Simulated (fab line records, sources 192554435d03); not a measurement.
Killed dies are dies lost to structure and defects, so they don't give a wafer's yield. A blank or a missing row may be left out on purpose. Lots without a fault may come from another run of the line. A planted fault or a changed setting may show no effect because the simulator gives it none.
Which tool did it? | flow n5_finfet | 24 lots, 72 wafers sampled, at 1 step of a route of 1938

WHAT THE GAUGES READ, wafer by wafer
N5_MOL_CONTACT_COAG_CD_MEAS_84: target cd 25.1 nm. Usual: cd_nm 25.07 nm, standard deviation 0.25.
lot  | measured     | on        | cd_nm (nm)        | flag
L074 | day 5 04:57  | cd_sem-01 | 25.14 25.32 25.07 |
L075 | day 5 13:46  | cd_sem-01 | 25.19 25.33 25.22 |
L076 | day 5 15:14  | cd_sem-02 | 25.18 24.96 24.85 |
L077 | day 5 20:46  | cd_sem-01 | 25.74 24.76 24.72 |
L078 | day 6 02:40  | cd_sem-03 | 24.90 24.53 24.99 |
L079 | day 6 10:31  | cd_sem-02 | 25.60 25.14 25.09 |
L080 | day 6 16:32  | cd_sem-01 | 25.09 24.95 25.08 |
L081 | day 6 23:34  | cd_sem-01 | 24.74 25.01 24.81 |
L082 | day 7 02:33  | cd_sem-02 | 25.20 25.26 24.60 |
L083 | day 7 08:26  | cd_sem-02 | 25.89 25.88 25.23 |
L084 | day 7 15:13  | cd_sem-02 | 25.12 24.85 25.17 |
L085 | day 7 23:11  | cd_sem-03 | 24.94 25.43 24.96 |
L086 | day 8 02:26  | cd_sem-02 | 24.90 25.19 25.08 |
L087 | day 8 12:17  | cd_sem-03 | 24.73 25.00 24.94 |
L088 | day 8 16:52  | cd_sem-02 | 25.00 25.08 25.51 |
L089 | day 8 22:02  | cd_sem-03 | 25.01 24.90 25.02 |
L090 | day 9 00:58  | cd_sem-03 | 25.07 25.21 25.14 |
L091 | day 9 07:13  | cd_sem-03 | 25.08 24.83 25.22 |
L092 | day 9 17:33  | cd_sem-03 | 25.15 25.37 24.96 |
L093 | day 9 18:28  | cd_sem-03 | 24.92 24.86 24.78 |
L094 | day 10 06:46 | cd_sem-02 | 25.12 25.06 25.16 |
L095 | day 10 09:11 | cd_sem-01 | 25.15 25.20 25.24 |
L096 | day 10 16:01 | cd_sem-01 | 25.56 25.23 25.23 |
L097 | day 10 19:16 | cd_sem-02 | 25.06 25.06 24.92 |

WHICH TOOL RAN EACH LOT (tool, then ch and the chambers of the sampled wafers, then the start)
The record holds no process step before these readings.

WHAT THE TOOLS THEMSELVES READ (means of the sampled wafers that have a number; where no wafer has one, the mark that the record gives instead)
The record holds no such reading with a usual standard deviation.

THE ANSWER, worked out from the rows above alone
Rule: a lot is off if the mean of its wafers that have a number lies more than 3 standard deviations from the usual mean. A lot without any number at a reading at which 4 lots or more have one is off too. The other lots that the step has rows for count as sound. The gauges are gone through in route order, then the tools' own readings, and for those a lot's mean is taken as printed above. The first step at which some lot is off is used, and at that step the reading that is off furthest; a lot without a number counts as furthest.
No lot is off at any reading shown: from this, nothing can be told.

WHAT THE SIMULATOR HAD PUT IN
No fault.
